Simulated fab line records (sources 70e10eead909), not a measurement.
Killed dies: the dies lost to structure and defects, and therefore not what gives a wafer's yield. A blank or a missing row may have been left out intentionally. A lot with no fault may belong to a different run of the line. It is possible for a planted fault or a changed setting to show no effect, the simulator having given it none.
fab line records ; flow nandHarc
[record] lots = 12; wafers = 32; lastDay = 27
route steps=1159 shown A_ONON_D1@445 A_CHANNEL_HOLE_D1@479 A_CHANNEL_FILL_D1@495 END@1159
lots that met no fault: from a run of the same line without faults
startH: start of the lot's first displayed wafer, in hours after the record's first day ; waitH: hours elapsed since this lot's preceding step ; " repeats the value in the row above ; L1.1+2: one row covering several wafers at once ; - no value, or no start given ; * or withheld: withheld ; < > ~ a bound
route shown NAME@n: NAME is a module with steps in the file, n the number in the route of the first one ; usual: mean/standard deviation taken from wafers without a fault ; same: alike in all rows ; chamber/n: place in a boat ; sites: the reading at each site ; _std_site: the values' standard deviation ; _edge_site: outer sites' mean less inner sites' ; radiusMm: how far each site lies from the wafer's centre ; mask NAME#n: copy n ; behind: the most recent tool/chamber to have shaped the wafer ; hold: why the lot went on hold/how many hours it stayed there/how the hold came to an end ; device: names the non-switching transistor (n, p or np) ; end of line: at the end of the route, the tests of the same wafers ; a step given without rows: its recipe and nothing more ; killed: at the first sort, the dies lost to defects and structure; wafer yield is something else ; map: a wafer's dies, marking killed ones x, the rest . and places with no die _
set.NAME: setting as actually run; set.NAME@STEP: the setting as run at that earlier step ; model.NAME: the simulator's own value behind a step, which no gauge read
a sample of lots followed through the steps of the route, with each step as a table and each wafer as a row
services: from which hour (startH, from the record's first day; less than 0 if before it) a tool's chamber was out of use, for how many hours, and why
[[steps]]
[step NHARC_A_ONON_D1_THK_MEAS_30]
[recipe] thkMeasGauge = ellipsometry
[usual] thkNm = 998/10
lot.wafer;tool;chamber;startH;waitH;thkNm
L326.1;filmMetro-01;-;233.10;-;995
L326.5;filmMetro-01;-;233.10;-;993
L326.6;filmMetro-01;-;233.10;-;994
L329.1;filmMetro-02;-;233.12;-;986
L329.4;filmMetro-02;-;233.12;-;985
L329.6;filmMetro-02;-;233.12;-;985
L330.1;filmMetro-01;-;233.47;-;985
L330.3;filmMetro-01;-;233.47;-;985
L330.6;filmMetro-01;-;233.47;-;983
L328.1;filmMetro-02;-;233.80;-;1004
L328.2;filmMetro-02;-;233.80;-;1004
L328.6;filmMetro-02;-;233.80;-;1004
L327.1;filmMetro-01;-;233.81;-;1007
L327.2;filmMetro-01;-;233.81;-;1008
L327.5;filmMetro-01;-;233.81;-;1007
L333.2;filmMetro-02;-;244.83;-;1020
L333.3;filmMetro-02;-;244.83;-;1017
L333.6;filmMetro-02;-;244.83;-;1017
L332.4;filmMetro-02;-;245.87;-;1013
L332.5;filmMetro-02;-;245.87;-;1015
L332.6;filmMetro-02;-;245.87;-;1015
L337.1;filmMetro-02;-;255.86;-;998
L340.2;filmMetro-02;-;263.79;-;1023
L342.1;filmMetro-02;-;264.15;-;1007
L342.2;filmMetro-02;-;264.15;-;1009
L342.6;filmMetro-02;-;264.15;-;1008
L345.1;filmMetro-01;-;279.62;-;986
L345.2;filmMetro-01;-;279.62;-;986
L345.6;filmMetro-01;-;279.62;-;987
L347.2;filmMetro-02;-;285.39;-;995
L347.4;filmMetro-02;-;285.39;-;994
L347.5;filmMetro-02;-;285.39;-;995
[step NHARC_A_CHANNEL_HOLE_D1_ETCH_33]
[recipe] biasV = 400; sourceW = 2000; pressureMtorr = 25; timeS = 90; arFlowSccm = 375; c4f8FlowSccm = 41.7; o2FlowSccm = 83.3; tempC = -20; targetDepthA = 4000; chemistry = C4F8/O2/Ar
[usual] drypumpMotorCurrentA = 6.0/0.66; showerheadPlenumPTorr = 3.77/0.071; tempC = -19.99/0.11; throttleValvePct = 27.621/0.0085
lot.wafer;tool;chamber;startH;waitH;drypumpMotorCurrentA;rfHoursCounterH;showerheadPlenumPTorr;tempC;throttleValvePct
L326.1;harEtch-02;1;242.65;0.2;5.6;116;3.83;-19.96;27.605
L326.6;harEtch-02;0;242.65;0.2;5.3;-;3.75;-20.05;27.620
L326.5;harEtch-02;1;242.65;0.2;5.6;-;3.84;-20.08;27.614
L329.1;harEtch-01;1;246.38;0.2;6.8;197;3.68;-20.18;27.623
L329.4;harEtch-01;0;246.38;0.2;6.7;-;3.86;-19.98;27.627
L329.6;harEtch-01;1;246.38;0.2;6.8;-;3.68;-20.11;27.616
L330.1;harEtch-02;1;246.78;0.2;5.6;120;3.83;-20.05;27.642
L330.3;harEtch-02;1;246.78;0.2;5.6;-;3.83;-20.05;27.619
L330.6;harEtch-02;0;246.78;0.2;5.3;-;3.75;-19.87;27.613
L327.1;harEtch-01;1;250.52;0.2;6.8;201;3.68;-19.79;27.625
L327.2;harEtch-01;0;250.52;0.2;6.7;201;3.86;-19.94;27.626
L327.5;harEtch-01;0;250.52;0.2;6.7;-;3.86;-19.94;27.608
L328.2;harEtch-02;0;250.94;0.2;5.3;123;3.75;-19.96;27.634
L328.1;harEtch-02;1;250.94;0.2;5.5;123;3.83;-19.95;27.636
L328.6;harEtch-02;0;250.94;0.2;5.3;-;3.75;-19.98;27.631
L333.2;harEtch-01;1;256.37;0.2;6.8;207;3.67;-20.05;27.621
L333.3;harEtch-01;0;256.37;0.2;6.7;-;3.86;-20.00;27.629
L333.6;harEtch-01;0;256.37;0.2;6.7;-;3.86;-19.94;27.632
L332.4;harEtch-01;0;260.57;0.2;6.7;-;3.86;-19.74;27.625
L332.5;harEtch-01;0;260.57;0.2;6.7;-;3.86;-19.84;27.635
L332.6;harEtch-01;1;260.57;0.2;6.8;-;3.67;-20.10;27.601
L337.1;harEtch-02;0;269.28;0.2;5.3;141;3.74;-20.05;27.622
L340.2;harEtch-02;0;273.40;0.2;5.3;145;3.74;-20.01;27.618
L342.2;harEtch-01;0;281.36;0.2;6.7;230;3.85;-19.97;27.626
L342.1;harEtch-01;1;281.36;0.2;6.8;230;3.66;-20.06;27.624
L342.6;harEtch-01;1;281.36;0.2;6.8;-;3.66;-20.08;27.623
L345.2;harEtch-01;0;288.84;0.2;6.7;234;3.84;-20.02;27.634
L345.1;harEtch-01;1;288.84;0.2;6.8;234;3.66;-19.90;27.614
L345.6;harEtch-01;0;288.84;0.2;6.7;-;3.84;-19.96;27.611
L347.2;harEtch-01;0;295.25;0.2;6.7;238;3.84;-20.13;27.634
L347.4;harEtch-01;1;295.25;0.2;6.7;-;3.66;-20.05;27.623
L347.5;harEtch-01;1;295.25;0.2;6.8;-;3.66;-19.97;27.618
[step NHARC_A_CHANNEL_HOLE_D1_INSPECT_40]
[usual] rawDefectCount = 57/15
lot.wafer;tool;chamber;startH;waitH;hold;rawDefectCount
L326.1;defectInspect-02;-;244.53;-;-;34
L326.5;defectInspect-02;-;244.53;-;-;31
L326.6;defectInspect-02;-;244.53;-;-;69
L329.1;defectInspect-01;-;248.08;-;-;81
L329.4;defectInspect-01;-;248.08;-;-;71
L329.6;defectInspect-01;-;248.08;-;-;65
L330.1;defectInspect-02;-;248.67;-;-;45
L330.3;defectInspect-02;-;248.67;-;-;48
L330.6;defectInspect-02;-;248.67;-;-;42
L327.1;defectInspect-01;-;252.24;-;-;65
L327.2;defectInspect-01;-;252.24;-;-;42
L327.5;defectInspect-01;-;252.24;-;-;52
L328.1;defectInspect-02;-;252.67;-;-;58
L328.2;defectInspect-02;-;252.67;-;-;58
L328.6;defectInspect-02;-;252.67;-;-;42
L333.2;defectInspect-02;-;258.10;-;-;74
L333.3;defectInspect-02;-;258.10;-;-;66
L333.6;defectInspect-02;-;258.10;-;-;54
L332.4;defectInspect-02;-;262.23;-;-;55
L332.5;defectInspect-02;-;262.23;-;-;49
L332.6;defectInspect-02;-;262.23;-;-;75
L337.1;defectInspect-01;-;270.97;-;awaitDispo/0.2h/release;1086
L337.1;defectInspect-01;-;271.15;0.2;-;1093
L340.2;defectInspect-01;-;275.13;-;awaitDispo/0.2h/release;1140
L340.2;defectInspect-01;-;275.30;0.2;-;1142
L342.1;defectInspect-01;-;283.09;-;-;54
L342.2;defectInspect-01;-;283.09;-;-;91
L342.6;defectInspect-01;-;283.09;-;-;78
L345.1;defectInspect-01;-;290.57;-;-;87
L345.2;defectInspect-01;-;290.57;-;-;77
L345.6;defectInspect-01;-;290.57;-;-;78
L347.2;defectInspect-01;-;296.96;-;-;46
L347.4;defectInspect-01;-;296.96;-;-;52
L347.5;defectInspect-01;-;296.96;-;-;62
[step NHARC_A_CHANNEL_FILL_D1_ALD_15]
[recipe] targetThkA = 20; pulseTimeS = 60; aldCycles = 19; tempC = 630; pressureTorr = 2; material = SiNx
[usual] chamberPressureTorr = 2.000/0.0043; precursorPulseHeightRel = 1.000/0.019
lot.wafer;tool;chamber;startH;waitH;chamberPressureTorr;precursorPulseHeightRel
L326.1;aldSinBatch-02;0;-;-;2.003;1.022
L326.5;aldSinBatch-02;0;-;-;2.000;1.016
L326.6;aldSinBatch-02;0;-;-;1.999;1.000
L329.1;aldSinBatch-02;0;-;-;2.001;1.019
L329.4;aldSinBatch-02;0;-;-;2.003;0.997
L329.6;aldSinBatch-02;0;-;-;1.999;0.996
L330.1;aldSinBatch-02;0;-;-;1.999;0.970
L330.3;aldSinBatch-02;0;-;-;1.998;1.004
L330.6;aldSinBatch-02;0;-;-;2.006;1.047
L327.1;aldSinBatch-02;0;-;-;1.997;0.987
L327.2;aldSinBatch-02;0;-;-;1.993;1.023
L327.5;aldSinBatch-02;0;-;-;1.994;1.004
L328.1;aldSinBatch-02;0;-;-;2.002;0.997
L328.2;aldSinBatch-02;0;-;-;2.004;1.005
L328.6;aldSinBatch-02;0;-;-;1.999;1.013
L333.2;aldSinBatch-01;0;-;-;1.998;0.960
L333.3;aldSinBatch-01;0;-;-;1.995;1.025
L333.6;aldSinBatch-01;0;-;-;1.993;1.005
L332.4;aldSinBatch-03;0;-;-;1.996;1.001
L332.5;aldSinBatch-03;0;-;-;2.001;1.003
L332.6;aldSinBatch-03;0;-;-;1.997;1.003
L340.2;aldSinBatch-02;0;-;-;1.993;1.002
L337.1;aldSinBatch-02;0;290.94;0.3;2.001;0.974
L342.1;aldSinBatch-02;0;-;-;2.007;1.001
L342.2;aldSinBatch-02;0;-;-;2.001;1.004
L342.6;aldSinBatch-02;0;-;-;2.003;0.995
L345.1;aldSinBatch-02;0;-;-;2.008;1.007
L345.2;aldSinBatch-02;0;-;-;2.001;1.021
L345.6;aldSinBatch-02;0;-;-;1.996;1.026
L347.2;aldSinBatch-03;0;-;-;2.001;1.025
L347.4;aldSinBatch-03;0;-;-;2.004;0.954
L347.5;aldSinBatch-03;0;-;-;2.004;1.032
[step NHARC_A_CHANNEL_FILL_D1_ALD_16]
[recipe] targetThkA = 15; pulseTimeS = 10; aldCycles = 15; tempC = 300; material = SiO2
[usual] heaterPowerW = 445/35; precursorPulseHeightRel = 0.997/0.019
lot.wafer;tool;chamber;startH;waitH;heaterPowerW;precursorPulseHeightRel
L330.1;aldHk-01;1;259.91;0.7;452;0.980
L330.3;aldHk-01;2;259.91;0.7;462;1.018
L330.6;aldHk-01;2;259.91;0.7;467;0.956
L326.1;aldHk-01;1;260.15;1.0;453;0.995
L326.6;aldHk-01;2;260.15;1.0;466;1.006
L326.5;aldHk-01;3;260.15;1.0;423;1.013
L329.1;aldHk-01;3;260.42;1.2;423;1.002
L329.4;aldHk-01;1;260.42;1.2;444;1.011
L329.6;aldHk-01;3;260.42;1.2;428;1.001
L327.2;aldHk-01;0;266.76;0.1;456;1.020
L327.1;aldHk-01;1;266.76;0.1;439;0.982
L327.5;aldHk-01;0;266.76;0.1;443;0.974
L328.2;aldHk-01;1;266.89;0.2;449;0.966
L328.1;aldHk-01;0;266.89;0.2;440;0.984
L328.6;aldHk-01;2;266.89;0.2;475;0.989
L333.3;aldHk-04;1;271.32;0.1;490;0.976
L333.2;aldHk-04;2;271.32;0.1;451;1.020
L333.6;aldHk-04;0;271.32;0.1;375;0.994
L332.4;aldHk-02;0;276.47;1.9;486;0.996
L332.5;aldHk-02;1;276.47;1.9;437;1.012
L332.6;aldHk-02;2;276.47;1.9;366;0.998
L340.2;aldHk-02;0;290.59;1.9;493;1.044
L337.1;aldHk-01;1;293.01;0.0;452;0.996
L342.2;aldHk-04;1;295.61;0.1;483;1.001
L342.1;aldHk-04;2;295.61;0.1;441;0.982
L342.6;aldHk-04;0;295.61;0.1;369;0.990
L345.1;aldHk-01;2;306.56;0.4;471;0.966
L345.2;aldHk-01;0;306.56;0.4;453;1.011
L345.6;aldHk-01;2;306.56;0.4;474;0.977
L347.2;aldHk-01;2;309.85;0.1;467;1.004
L347.4;aldHk-01;3;309.85;0.1;422;1.030
L347.5;aldHk-01;1;309.85;0.1;444;0.974
[step NHARC_END_SORT_01]
[recipe] tempC = 25
[usual] killedAtArray = 29/11; killedAtOther = 0.5/0.85; killedAtPeriphery = 3.0/2.3; killedDies = 33/12; killedOpen = 3.3/1.9; killedShort = 2.0/1.5
[same] grossDies = 677
lot.wafer;tool;chamber;startH;waitH;killedAtArray;killedAtOther;killedAtPeriphery;killedDies;killedOpen;killedShort
L340.2;prober-01;0;619.46;2.8;120;1;4;125;2;1
L337.1;prober-02;0;623.10;2.5;101;0;1;102;2;3
// killed by level:class
L340.2 A_CHANNEL_HOLE_D1:unspecified=88 A_SLIT:chamberFilmFlake=24 A_CHANNEL_HOLE_D1:chamberFilmFlake=4 P_M0:geometricParticle:open=2 A_STAIRCASE:chamberFilmFlake=2 A_M0:chamberFilmFlake=2 P_CONTACT:geometricParticle:short=1 P_STI:chamberFilmFlake=1
L337.1 A_CHANNEL_HOLE_D1:unspecified=88 A_CONTACT:chamberFilmFlake=5 A_STAIRCASE:chamberFilmFlake=4 P_GATE:geometricParticle:short=1 A_ONON_D1:geometricParticle:open=1 A_CHANNEL_HOLE_D1:geometricParticle:short=1 A_CHANNEL_FILL_D1:geometricParticle:open=1 A_SGD_CUT:geometricParticle:short=1
[[services]]
tool;chamber;startH;hours;kind
aldHk-01;-;231.12;10.0;pm
aldHk-01;0;231.12;10.0;ventCycle
aldHk-01;1;231.12;10.0;ventCycle
aldHk-01;2;231.12;10.0;ventCycle
aldHk-01;3;231.12;10.0;ventCycle
aldHk-01;0;241.12;-;clean
aldHk-01;1;241.12;-;clean
aldHk-01;2;241.12;-;clean
aldHk-01;3;241.12;-;clean
aldHk-02;-;252.96;2.7;repair
aldHk-02;-;280.37;10.0;pm
aldHk-02;0;280.37;10.0;ventCycle
aldHk-02;1;280.37;10.0;ventCycle
aldHk-02;2;280.37;10.0;ventCycle
aldHk-02;3;280.37;10.0;ventCycle
aldHk-02;0;290.37;-;clean
aldHk-02;1;290.37;-;clean
aldHk-02;2;290.37;-;clean
aldHk-02;3;290.37;-;clean
harEtch-01;-;305.00;17.0;pm
harEtch-01;0;305.00;17.0;ventCycle
harEtch-01;1;305.00;17.0;ventCycle
[[key]]
[firstSign] step = NHARC_A_CHANNEL_HOLE_D1_INSPECT_40; reading = visit; direction = added
[effect] step = NHARC_A_CHANNEL_HOLE_D1_INSPECT_40; reading = rawDefectCount; direction = up; sigmas = 70; usual = 57; struck = 1113
[effect] step = NHARC_END_SORT_01; reading = killedAtArray; direction = up; sigmas = 7.5; usual = 29; struck = 110
[moreKillsBornAt] NHARC_A_CHANNEL_HOLE_D1_ETCH_33@harEtch-02 = 170
metAt NHARC_A_CHANNEL_HOLE_D1_ETCH_33
struckLots L337,L340
struckWafers L337.1,L340.2
testerLeftOut L337,L340
notActingAt NHARC_A_ONON_D1_THK_MEAS_30,NHARC_A_CHANNEL_FILL_D1_ALD_15,NHARC_A_CHANNEL_FILL_D1_ALD_16
onsetBetween 250.94 269.28
[fault] kind = chamberParticleSource; tool = harEtch-02; chamber = 0; onsetH = 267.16; steps = NHARC_A_CHANNEL_HOLE_D1_ETCH_33; ratePerVisitCm2 = 1.6562; endH = 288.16
// testerLeftOut: of these lots the tester's yield and bins aren't shown, on N5 and GAA mostly nor the transistor test; their killed dies are dies lost to structure and defects alone, not to doping, threshold or leakage, so they don't give the yield
